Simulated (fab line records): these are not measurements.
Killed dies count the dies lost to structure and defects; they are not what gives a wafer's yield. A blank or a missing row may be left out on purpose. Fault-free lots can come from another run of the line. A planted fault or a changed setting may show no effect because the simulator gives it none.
fab line records    flow nand_harc
record lots=24  wafers=72  last_day=33
route steps=1302 shown A_CONTACT@1008
lots that met no fault: taken from a fault-free run of the same line
start_h: the number of hours between the record's first day and the start of the first shown wafer of the lot    wait_h: how many hours have passed since the lot's step before this one    " same as the row above    L1.1+2: several wafers, shown together as one row    - no value, or no start given    * or withheld: withheld    < > ~ a bound
route shown NAME@n: names a module that has steps shown in the file, with the first one's number in the route    usual: the fault-free wafers' mean and standard deviation    same: alike in all rows    chamber/n: place in a boat    sites: per-site readings    _std_site: standard deviation across them    _edge_site: the outer-site mean with the inner-site mean subtracted    radius_mm: how far each site lies from the wafer's centre    mask NAME#n: copy n    behind: the tool/chamber that last shaped the wafer    hold: what put the lot on hold/how long, in hours/how the hold closed    device: transistor that didn't switch, given as n, p or np    end of line: tests of these same wafers at the route's end    a step with no rows: only its recipe    killed: not the wafer's yield, but the dies lost to structure and defects at the first sort    map: the dies of a wafer, with x for killed, . for not killed, _ for no die there
set.NAME: the run value of the setting; set.NAME@STEP: its run value at that earlier step    model.NAME: the simulator's own value behind a step, which no gauge read
a sample of lots followed through the steps of the route, with each step as a table and each wafer as a row
services: the hour from which a tool's chamber was out of use, counted from the record's first day as start_h (under 0 if before that day), plus the number of hours and why
## steps
# step NHARC_A_CONTACT_ETCH_114
# recipe source_w=withheld  pressure_mtorr=20  bias_v=3000  time_s=190  target_depth_a=18500  ar_flow_sccm=withheld  c4f8_flow_sccm=withheld  o2_flow_sccm=withheld  chemistry=C4F8/O2/Ar
# usual oes_air_line_au=0.998/0.02
lot.wafer  tool             chamber  start_h  wait_h  oes_air_line_au  rf_hours_counter_h
L074.1     har_cap_etch-03  1        483.16   0.1     0.974            40
L074.3     "                1        "        "       0.985            -
L074.5     "                0        "        "       0.983            -
L075.2     har_cap_etch-02  1        501.39   0.1     0.989            84
L075.3     "                0        "        "       1.032            -
L075.4     "                1        "        "       1.007            -
L076.1     har_cap_etch-02  0        512.33   0.1     0.988            86
L076.4     "                0        "        "       0.981            -
L076.3     "                1        "        "       0.985            -
L077.2     har_cap_etch-03  1        526.99   0.1     0.991            47
L077.5     "                0        "        "       1.007            -
L077.6     "                1        "        "       1.014            -
L078.2     har_cap_etch-01  0        528.31   0.1     0.969            2
L078.1     "                1        "        "       1.017            2
L078.3     "                0        "        "       0.961            -
L080.1     har_cap_etch-02  0        544.02   0.1     0.998            91
L080.4     "                0        "        "       0.958            -
L080.6     "                0        "        "       0.977            -
L079.1     har_cap_etch-03  0        548.11   0.1     1.014            52
L079.4     "                1        "        "       1.012            -
L079.6     "                0        "        "       1.009            -
L082.2     har_cap_etch-01  0        571.94   0.1     0.994            9
L082.3     "                1        "        "       1.011            -
L082.6     "                1        "        "       1.033            -
L081.1     har_cap_etch-03  0        576.16   0.1     0.967            56
L081.2     "                1        "        "       1.011            56
L081.5     "                1        "        "       0.992            -
L083.3     har_cap_etch-02  0        593.67   0.1     0.982            -
L083.4     "                1        "        "       1.032            -
L083.5     "                1        "        "       0.992            -
L085.1     har_cap_etch-03  0        596.50   0.1     1.023            59
L085.2     "                1        "        "       1.002            59
L085.6     "                0        "        "       1.004            -
L084.2     har_cap_etch-02  0        597.35   0.1     0.955            101
L084.1     "                1        "        "       1.012            101
L084.4     "                1        "        "       1.007            -
L086.1     har_cap_etch-01  1        608.66   0.1     1.006            17
L086.2     "                0        "        "       0.983            17
L086.5     "                1        "        "       0.993            -
L088.2     har_cap_etch-02  1        628.59   0.1     0.999            106
L088.1     "                0        "        "       0.998            106
L088.3     "                0        "        "       1.009            -
L087.3     har_cap_etch-02  1        641.95   0.1     0.975            -
L087.5     "                0        "        "       1.032            -
L087.6     "                1        "        "       0.965            -
L090.1     har_cap_etch-03  0        648.15   0.1     0.991            68
L090.2     "                1        "        "       1.010            68
L090.5     "                1        "        "       0.985            -
L089.1     har_cap_etch-01  1        656.22   0.1     0.987            23
L089.4     "                1        "        "       0.997            -
L089.6     "                1        "        "       1.001            -
L091.2     har_cap_etch-02  1        671.35   0.1     1.008            114
L091.6     "                0        "        "       1.016            -
L091.5     "                1        "        "       0.992            -
L092.1     har_cap_etch-01  0        672.08   0.1     1.022            27
L092.3     "                0        "        "       0.998            -
L092.6     "                1        "        "       0.987            -
L093.3     har_cap_etch-03  0        687.42   0.1     1.005            -
L093.4     "                1        "        "       1.009            -
L093.5     "                0        "        "       0.995            -
L094.1     har_cap_etch-02  0        689.22   0.1     0.958            118
L094.6     "                1        "        "       0.996            -
L094.5     "                0        "        "       0.973            -
L095.1     har_cap_etch-02  1        700.61   0.1     1.009            120
L095.2     "                0        "        "       0.967            120
L095.3     "                1        "        "       0.994            -
L096.3     har_cap_etch-01  1        712.85   0.1     1.022            -
L096.4     "                0        "        "       0.971            -
L096.6     "                0        "        "       0.965            -
L097.1     har_cap_etch-03  1        713.00   0.1     1.024            82
L097.4     "                1        "        "       1.015            -
L097.5     "                0        "        "       1.054            -
# step NHARC_A_CONTACT_ETCH_120
# recipe source_w=withheld  pressure_mtorr=20  bias_v=3000  time_s=190  target_depth_a=18500  ar_flow_sccm=withheld  c4f8_flow_sccm=withheld  o2_flow_sccm=withheld  chemistry=C4F8/O2/Ar
# usual oes_air_line_au=1.000/0.021
lot.wafer  tool             chamber  start_h  wait_h  oes_air_line_au  rf_hours_counter_h
L074.1     har_cap_etch-03  1        484.19   0.1     1.016            41
L074.3     "                1        "        "       1.000            -
L074.5     "                0        "        "       1.027            -
L075.2     har_cap_etch-02  1        502.42   0.1     1.011            85
L075.3     "                0        "        "       0.944            -
L075.4     "                1        "        "       0.976            -
L076.1     har_cap_etch-02  0        513.35   0.1     1.002            87
L076.4     "                0        "        "       1.000            -
L076.3     "                1        "        "       0.995            -
L077.2     har_cap_etch-03  1        528.01   0.1     0.985            48
L077.5     "                0        "        "       0.959            -
L077.6     "                1        "        "       0.984            -
L078.2     har_cap_etch-01  0        529.34   0.1     1.000            3
L078.1     "                1        "        "       0.969            3
L078.3     "                0        "        "       1.016            -
L080.1     har_cap_etch-02  0        545.04   0.1     1.004            92
L080.4     "                0        "        "       0.981            -
L080.6     "                0        "        "       1.005            -
L079.1     har_cap_etch-03  0        549.14   0.1     0.970            53
L079.4     "                1        "        "       1.000            -
L079.6     "                0        "        "       0.974            -
L082.2     har_cap_etch-01  0        572.97   0.1     1.001            10
L082.3     "                1        "        "       1.041            -
L082.6     "                1        "        "       1.002            -
L081.1     har_cap_etch-03  0        577.19   0.1     1.003            57
L081.2     "                1        "        "       0.986            57
L081.5     "                1        "        "       0.970            -
L083.3     har_cap_etch-02  0        594.70   0.1     0.980            -
L083.4     "                1        "        "       0.970            -
L083.5     "                1        "        "       1.008            -
L085.1     har_cap_etch-03  0        597.52   0.1     0.990            60
L085.2     "                1        "        "       0.998            60
L085.6     "                0        "        "       0.970            -
L084.2     har_cap_etch-02  0        598.38   0.1     1.006            102
L084.1     "                1        "        "       0.999            102
L084.4     "                1        "        "       0.990            -
L086.1     har_cap_etch-01  1        609.68   0.1     1.022            18
L086.2     "                0        "        "       1.002            18
L086.5     "                1        "        "       1.007            -
L088.2     har_cap_etch-02  1        629.62   0.1     0.995            107
L088.1     "                0        "        "       1.026            107
L088.3     "                0        "        "       0.989            -
L087.3     har_cap_etch-02  1        642.99   0.1     0.975            -
L087.5     "                0        "        "       1.013            -
L087.6     "                1        "        "       1.022            -
L090.1     har_cap_etch-03  0        649.17   0.1     0.986            69
L090.2     "                1        "        "       1.024            69
L090.5     "                1        "        "       1.036            -
L089.1     har_cap_etch-01  1        657.25   0.1     0.993            24
L089.4     "                1        "        "       1.040            -
L089.6     "                1        "        "       1.048            -
L091.2     har_cap_etch-02  1        672.38   0.1     1.027            115
L091.6     "                0        "        "       1.030            -
L091.5     "                1        "        "       1.017            -
L092.1     har_cap_etch-01  0        673.11   0.1     1.016            28
L092.3     "                0        "        "       0.987            -
L092.6     "                1        "        "       0.962            -
L093.3     har_cap_etch-03  0        688.44   0.1     1.006            -
L093.4     "                1        "        "       0.973            -
L093.5     "                0        "        "       1.011            -
L094.1     har_cap_etch-02  0        690.24   0.1     0.988            119
L094.6     "                1        "        "       1.030            -
L094.5     "                0        "        "       0.994            -
L095.1     har_cap_etch-02  1        701.63   0.1     0.991            121
L095.2     "                0        "        "       0.997            121
L095.3     "                1        "        "       1.029            -
L096.3     har_cap_etch-01  1        713.87   0.1     1.022            -
L096.4     "                0        "        "       1.014            -
L096.6     "                0        "        "       0.997            -
L097.1     har_cap_etch-03  1        714.03   0.1     1.007            83
L097.4     "                1        "        "       0.976            -
L097.5     "                0        "        "       0.968            -
# step NHARC_A_CONTACT_ETCH_121
# recipe source_w=withheld  pressure_mtorr=20  bias_v=3000  time_s=190  target_depth_a=18500  ar_flow_sccm=withheld  c4f8_flow_sccm=withheld  o2_flow_sccm=withheld  chemistry=C4F8/O2/Ar
# usual oes_air_line_au=1.001/0.021
lot.wafer  tool             chamber  start_h  wait_h  oes_air_line_au  rf_hours_counter_h
L074.1     har_cap_etch-03  1        484.36   0.1     0.983            41
L074.3     "                1        "        "       0.963            -
L074.5     "                0        "        "       0.955            -
L075.2     har_cap_etch-02  1        502.59   0.1     0.999            85
L075.3     "                0        "        "       1.004            -
L075.4     "                1        "        "       0.988            -
L076.1     har_cap_etch-02  0        513.52   0.1     0.979            87
L076.4     "                0        "        "       1.004            -
L076.3     "                1        "        "       0.999            -
L077.2     har_cap_etch-03  1        528.18   0.1     1.009            48
L077.5     "                0        "        "       0.989            -
L077.6     "                1        "        "       1.012            -
L078.2     har_cap_etch-01  0        529.51   0.1     1.002            3
L078.1     "                1        "        "       0.972            3
L078.3     "                0        "        "       0.995            -
L080.1     har_cap_etch-02  0        545.21   0.1     0.971            92
L080.4     "                0        "        "       0.986            -
L080.6     "                0        "        "       0.966            -
L079.1     har_cap_etch-03  0        549.31   0.1     1.021            53
L079.4     "                1        "        "       1.005            -
L079.6     "                0        "        "       0.984            -
L082.2     har_cap_etch-01  0        573.15   0.1     0.996            10
L082.3     "                1        "        "       0.979            -
L082.6     "                1        "        "       0.996            -
L081.1     har_cap_etch-03  0        577.36   0.1     1.005            57
L081.2     "                1        "        "       1.006            57
L081.5     "                1        "        "       1.014            -
L083.3     har_cap_etch-02  0        594.87   0.1     1.017            -
L083.4     "                1        "        "       0.989            -
L083.5     "                1        "        "       0.987            -
L085.1     har_cap_etch-03  0        597.69   0.1     1.035            61
L085.2     "                1        "        "       1.017            61
L085.6     "                0        "        "       1.040            -
L084.2     har_cap_etch-02  0        598.55   0.1     1.048            102
L084.1     "                1        "        "       0.989            102
L084.4     "                1        "        "       1.019            -
L086.1     har_cap_etch-01  1        609.85   0.1     0.978            18
L086.2     "                0        "        "       0.978            18
L086.5     "                1        "        "       0.986            -
L088.2     har_cap_etch-02  1        629.79   0.1     0.993            107
L088.1     "                0        "        "       1.003            107
L088.3     "                0        "        "       1.016            -
L087.3     har_cap_etch-02  1        643.16   0.1     0.998            -
L087.5     "                0        "        "       0.992            -
L087.6     "                1        "        "       0.959            -
L090.1     har_cap_etch-03  0        649.34   0.1     1.044            69
L090.2     "                1        "        "       0.982            69
L090.5     "                1        "        "       0.975            -
L089.1     har_cap_etch-01  1        657.42   0.1     1.006            24
L089.4     "                1        "        "       1.024            -
L089.6     "                1        "        "       0.993            -
L091.2     har_cap_etch-02  1        672.55   0.1     0.994            115
L091.6     "                0        "        "       0.996            -
L091.5     "                1        "        "       1.026            -
L092.1     har_cap_etch-01  0        673.28   0.1     1.038            28
L092.3     "                0        "        "       1.026            -
L092.6     "                1        "        "       1.018            -
L093.3     har_cap_etch-03  0        688.62   0.1     1.004            -
L093.4     "                1        "        "       0.994            -
L093.5     "                0        "        "       1.009            -
L094.1     har_cap_etch-02  0        690.41   0.1     1.011            119
L094.6     "                1        "        "       0.992            -
L094.5     "                0        "        "       1.010            -
L095.1     har_cap_etch-02  1        701.80   0.1     1.027            121
L095.2     "                0        "        "       1.015            121
L095.3     "                1        "        "       1.026            -
L096.3     har_cap_etch-01  1        714.04   0.1     1.043            -
L096.4     "                0        "        "       1.008            -
L096.6     "                0        "        "       1.009            -
L097.1     har_cap_etch-03  1        714.20   0.1     0.991            83
L097.4     "                1        "        "       1.005            -
L097.5     "                0        "        "       0.993            -
# step NHARC_A_CONTACT_ETCH_139
# recipe source_w=withheld  pressure_mtorr=20  bias_v=400  time_s=195  target_depth_a=8400  ar_flow_sccm=withheld  c4f8_flow_sccm=11.5  o2_flow_sccm=7.2  chemistry=C4F8/O2/Ar
# usual oes_air_line_au=1.002/0.019
lot.wafer  tool             chamber  start_h  wait_h  oes_air_line_au  rf_hours_counter_h
L074.1     har_cap_etch-03  0        503.88   0.2     1.013            44
L074.3     "                1        "        "       0.985            -
L074.5     "                0        "        "       0.985            -
L075.2     har_cap_etch-02  0        523.82   0.2     0.995            89
L075.4     "                1        "        "       1.024            -
L075.3     "                0        "        "       0.999            -
L076.1     har_cap_etch-02  0        530.60   0.2     1.019            90
L076.4     "                1        "        "       1.000            -
L076.3     "                0        "        "       1.010            -
L077.2     har_cap_etch-03  1        545.23   0.2     1.004            52
L077.6     "                1        "        "       0.995            -
L077.5     "                0        "        "       0.992            -
L078.1     har_cap_etch-01  1        546.79   0.2     1.041            7
L078.2     "                0        "        "       1.007            7
L078.3     "                1        "        "       1.022            -
L080.1     har_cap_etch-03  1        567.59   0.2     1.019            55
L080.4     "                1        "        "       1.019            -
L080.6     "                0        "        "       1.008            -
L079.1     har_cap_etch-02  0        569.25   0.2     1.028            96
L079.4     "                1        "        "       1.027            -
L079.6     "                0        "        "       1.031            -
L082.2     har_cap_etch-03  1        590.30   0.2     1.006            59
L082.3     "                1        "        "       1.008            -
L082.6     "                1        "        "       0.994            -
L081.2     har_cap_etch-01  0        595.79   0.3     1.009            14
L081.1     "                1        "        "       1.000            14
L081.5     "                1        "        "       1.014            -
L083.4     har_cap_etch-03  1        614.40   0.2     1.013            -
L083.3     "                0        "        "       0.992            -
L083.5     "                0        "        "       1.023            -
L085.2     har_cap_etch-02  1        617.93   0.2     1.000            105
L085.1     "                0        "        "       0.997            105
L085.6     "                1        "        "       1.029            -
L084.1     har_cap_etch-01  0        618.76   0.2     0.984            20
L084.2     "                1        "        "       1.005            20
L084.4     "                1        "        "       1.011            -
L086.1     har_cap_etch-01  1        631.35   0.2     0.992            21
L086.2     "                0        "        "       0.992            21
L086.5     "                1        "        "       0.988            -
L088.1     har_cap_etch-01  0        646.96   0.2     0.995            22
L088.2     "                1        "        "       1.017            22
L088.3     "                0        "        "       1.019            -
L087.3     har_cap_etch-02  0        661.87   0.2     1.012            -
L087.6     "                0        "        "       0.998            -
L087.5     "                1        "        "       1.041            -
L090.2     har_cap_etch-03  0        668.06   0.2     0.985            73
L090.1     "                1        "        "       1.008            73
L090.5     "                1        "        "       0.973            -
L089.1     har_cap_etch-03  0        678.71   0.2     0.977            75
L089.4     "                0        "        "       0.993            -
L089.6     "                1        "        "       0.991            -
L091.2     har_cap_etch-01  0        690.90   0.2     1.017            32
L091.6     "                1        "        "       1.024            -
L091.5     "                0        "        "       1.003            -
L092.1     har_cap_etch-03  1        691.08   0.2     0.985            78
L092.3     "                1        "        "       0.981            -
L092.6     "                0        "        "       0.983            -
L093.4     har_cap_etch-01  1        707.27   0.2     0.994            -
L093.3     "                0        "        "       1.015            -
L093.5     "                0        "        "       0.968            -
L094.1     har_cap_etch-03  0        708.80   0.2     1.012            81
L094.6     "                1        "        "       0.983            -
L094.5     "                0        "        "       1.030            -
L095.1     har_cap_etch-02  1        719.30   0.2     1.008            125
L095.2     "                0        "        "       0.992            125
L095.3     "                0        "        "       0.967            -
L096.4     har_cap_etch-01  1        731.22   0.2     1.033            -
L096.3     "                0        "        "       0.981            -
L096.6     "                1        "        "       1.020            -
L097.1     har_cap_etch-03  0        731.97   0.3     0.982            87
L097.4     "                0        "        "       1.016            -
L097.5     "                1        "        "       1.022            -
# step NHARC_A_CONTACT_ALD_18
# recipe target_thk_a=30  pulse_time_s=1  ald_cycles=150  temp_c=450  material=TiN
# usual heater_power_w=1108/120  precursor_pulse_height_rel=1.001/0.02
lot.wafer  tool          chamber  start_h  wait_h  heater_power_w  precursor_pulse_height_rel  since_wet_clean_h
L074.1     ald_metal-04  0        505.60   -       1157            1.018                       22
L074.3     "             2        "        "       1106            0.995                       22
L074.5     "             1        "        "       1141            1.014                       -
L075.3     ald_metal-03  2        526.09   -       762             1.011                       126
L075.4     "             0        "        "       1040            0.987                       126
L075.2     "             1        "        "       1219            0.999                       126
L076.4     ald_metal-03  1        532.63   -       1258            0.988                       133
L076.3     "             3        "        "       1026            1.030                       133
L076.1     "             0        "        "       1048            1.004                       133
L077.2     ald_metal-04  0        547.00   -       1142            0.982                       63
L077.5     "             1        "        "       1123            0.977                       -
L077.6     "             2        "        "       1095            0.989                       -
L078.1     ald_metal-01  2        548.60   -       985             0.986                       13
L078.3     "             0        "        "       979             1.022                       13
L078.2     "             1        "        "       1152            0.943                       13
L080.4     ald_metal-04  1        569.32   -       1163            0.985                       85
L080.1     "             2        "        "       1092            1.012                       85
L080.6     "             0        "        "       1111            0.985                       -
L079.4     ald_metal-01  0        570.98   -       980             1.016                       35
L079.1     "             1        "        "       1187            0.995                       35
L079.6     "             3        "        "       1185            1.005                       -
L082.2     ald_metal-03  1        592.05   -       1218            1.005                       2
L082.3     "             3        "        "       1028            0.958                       2
L082.6     "             1        "        "       1223            0.990                       -
L081.2     ald_metal-04  0        597.87   -       1138            1.003                       114
L081.1     "             1        "        "       1148            1.039                       114
L081.5     "             0        "        "       1168            1.027                       -
L083.3     ald_metal-04  2        616.03   -       1092            1.018                       132
L083.4     "             1        "        "       1174            0.941                       132
L083.5     "             3        "        "       1220            1.008                       -
L085.2     ald_metal-04  3        619.76   -       1230            1.015                       136
L085.1     "             0        "        "       1141            1.027                       136
L085.6     "             2        "        "       1104            0.973                       -
L084.2     ald_metal-03  0        620.48   -       995             1.002                       30
L084.4     "             2        "        "       788             0.991                       30
L084.1     "             3        "        "       993             1.035                       30
L086.1     ald_metal-04  2        633.25   -       1125            0.999                       149
L086.2     "             0        "        "       1180            0.955                       149
L086.5     "             2        "        "       1123            1.012                       -
L088.2     ald_metal-04  3        648.67   -       1225            0.984                       165
L088.3     "             0        "        "       1181            1.022                       165
L088.1     "             2        "        "       1140            1.006                       165
L087.3     ald_metal-04  1        663.55   -       1152            0.976                       2
L087.6     "             3        "        "       1186            1.027                       -
L087.5     "             0        "        "       1109            1.017                       -
L090.2     ald_metal-03  1        669.77   -       1231            1.015                       79
L090.1     "             3        "        "       1011            1.008                       79
L090.5     "             2        "        "       792             1.014                       -
L089.1     ald_metal-01  3        680.48   -       1166            0.973                       145
L089.4     "             0        "        "       1016            0.981                       145
L089.6     "             1        "        "       1221            1.002                       -
L091.2     ald_metal-04  2        692.64   -       1143            1.017                       31
L091.5     "             3        "        "       1161            1.015                       -
L091.6     "             0        "        "       1114            1.007                       -
L092.3     ald_metal-01  0        693.26   -       996             1.022                       157
L092.1     "             3        "        "       1196            1.006                       157
L092.6     "             1        "        "       1224            1.008                       -
L093.3     ald_metal-04  0        708.97   -       1129            1.004                       47
L093.4     "             2        "        "       1134            0.977                       47
L093.5     "             0        "        "       1119            0.990                       -
L094.1     ald_metal-03  0        710.54   -       1022            0.994                       120
L094.5     "             2        "        "       804             0.999                       -
L094.6     "             3        "        "       1011            1.037                       -
L095.1     ald_metal-01  3        721.02   -       1202            1.044                       7
L095.3     "             0        "        "       999             1.007                       7
L095.2     "             2        "        "       955             1.007                       7
L096.3     ald_metal-04  0        732.91   -       1087            1.032                       71
L096.6     "             1        "        "       1213            1.008                       -
L096.4     "             2        "        "       1169            0.987                       -
L097.1     ald_metal-01  2        733.78   -       969             1.014                       20
L097.4     "             3        "        "       1173            1.010                       20
L097.5     "             3        "        "       1158            0.963                       -
# step NHARC_A_CONTACT_CVD_19
# recipe target_thk_a=3000  temp_c=300  pressure_torr=40  wf6_flow_sccm=40  h2_flow_sccm=1600  ar_flow_sccm=1560  time_s=802  material=W
# usual heater_power_w=509/51  throttle_valve_pct=8.08/0.26
lot.wafer  tool      chamber  start_h  wait_h  heater_power_w  since_wet_clean_h  throttle_valve_pct
L074.1     cvd_w-01  0        -        -       444             127                8.11
L074.3     "         1        "        "       515             -                  8.36
L074.5     "         0        "        "       446             -                  8.10
L075.2     cvd_w-01  0        -        -       445             147                8.44
L075.3     "         0        "        "       454             -                  8.04
L075.4     "         1        "        "       505             -                  8.54
L076.1     cvd_w-02  0        -        -       505             70                 7.92
L076.4     "         0        "        "       516             -                  7.86
L076.3     "         1        "        "       578             -                  7.75
L077.2     cvd_w-02  1        -        -       574             84                 8.17
L077.6     "         1        "        "       589             -                  8.10
L077.5     "         0        "        "       513             -                  7.76
L078.2     cvd_w-02  1        -        -       593             86                 8.26
L078.1     "         0        "        "       518             86                 7.86
L078.3     "         1        "        "       583             -                  7.90
L080.1     cvd_w-02  1        -        -       582             107                8.10
L080.4     "         0        "        "       505             -                  7.77
L080.6     "         1        "        "       589             -                  8.20
L079.1     cvd_w-01  1        -        -       479             11                 8.11
L079.4     "         0        "        "       454             -                  8.15
L079.6     "         1        "        "       492             -                  8.10
L082.2     cvd_w-02  0        -        -       519             129                7.73
L082.3     "         1        "        "       608             -                  8.45
L082.6     "         1        "        "       588             -                  8.26
L081.2     cvd_w-02  0        -        -       502             135                8.12
L081.1     "         1        "        "       582             135                8.34
L081.5     "         0        "        "       514             -                  8.07
L083.4     cvd_w-01  0        -        -       443             -                  8.04
L083.3     "         1        "        "       491             -                  8.20
L083.5     "         0        "        "       446             -                  8.30
L085.2     cvd_w-02  1        -        -       607             157                8.33
L085.1     "         0        "        "       516             157                7.94
L085.6     "         0        "        "       522             -                  7.68
L084.1     cvd_w-01  0        -        -       462             61                 7.80
L084.2     "         1        "        "       475             61                 8.14
L084.4     "         0        "        "       448             -                  8.08
L086.1     cvd_w-01  0        -        -       450             74                 8.26
L086.2     "         1        "        "       496             74                 8.45
L086.5     "         1        "        "       485             -                  8.37
L088.2     cvd_w-02  0        -        -       489             5                  7.88
L088.1     "         1        "        "       585             5                  7.82
L088.3     "         1        "        "       575             -                  7.76
L087.3     cvd_w-02  0        -        -       485             -                  7.71
L087.5     "         1        "        "       583             -                  8.02
L087.6     "         0        "        "       472             -                  7.75
L090.1     cvd_w-01  1        -        -       489             110                8.55
L090.2     "         0        "        "       460             110                8.03
L090.5     "         1        "        "       488             -                  8.63
L089.1     cvd_w-02  1        -        -       578             37                 7.94
L089.4     "         1        "        "       562             -                  7.91
L089.6     "         1        "        "       583             -                  8.05
L091.2     cvd_w-01  0        -        -       449             133                8.50
L091.5     "         0        "        "       464             -                  8.16
L091.6     "         1        "        "       482             -                  8.27
L092.1     cvd_w-02  0        -        -       473             49                 7.78
L092.3     "         0        "        "       467             -                  7.63
L092.6     "         0        "        "       486             -                  7.96
L093.3     cvd_w-01  1        -        -       485             -                  8.46
L093.4     "         0        "        "       445             -                  7.93
L093.5     "         1        "        "       501             -                  8.29
L094.1     cvd_w-02  1        -        -       588             66                 8.01
L094.5     "         1        "        "       597             -                  7.98
L094.6     "         0        "        "       480             -                  7.79
L095.2     cvd_w-01  1        -        -       492             161                8.36
L095.1     "         0        "        "       454             161                8.28
L095.3     "         1        "        "       479             -                  8.36
L096.4     cvd_w-02  1        -        -       582             -                  7.54
L096.3     "         0        "        "       473             -                  7.94
L096.6     "         1        "        "       582             -                  7.98
L097.1     cvd_w-02  0        -        -       476             90                 7.73
L097.4     "         1        "        "       604             -                  8.03
L097.5     "         0        "        "       462             -                  7.58
## services
tool             chamber  start_h  hours  kind
cvd_w-02         1        460.78   1.4    repair
ald_metal-04     -        474.00   10.0   pm
ald_metal-01     1        481.21   4.4    repair
har_cap_etch-01  -        497.00   17.0   pm
ald_metal-01     3        508.44   22.8   repair
ald_metal-01     -        526.00   10.0   pm
har_cap_etch-01  -        541.82   0.2    repair
cvd_w-01         0        542.09   7.7    repair
cvd_w-02         -        545.30   1.5    repair
cvd_w-01         -        547.00   13.0   pm
ald_metal-03     -        565.15   15.3   repair
ald_metal-04     2        574.12   24.0   repair
ald_metal-01     2        579.42   4.2    repair
ald_metal-03     -        580.47   10.0   pm
cvd_w-01         -        589.86   24.7   repair
cvd_w-01         0        622.95   3.2    repair
cvd_w-02         -        631.37   13.0   pm
ald_metal-03     0        637.34   68.6   repair
cvd_w-01         0        646.75   17.6   repair
ald_metal-04     -        652.00   10.0   pm
cvd_w-02         1        687.79   14.2   repair
ald_metal-01     -        704.00   10.0   pm
ald_metal-04     3        715.37   26.1   repair
cvd_w-01         -        728.00   13.0   pm
## key
fault none
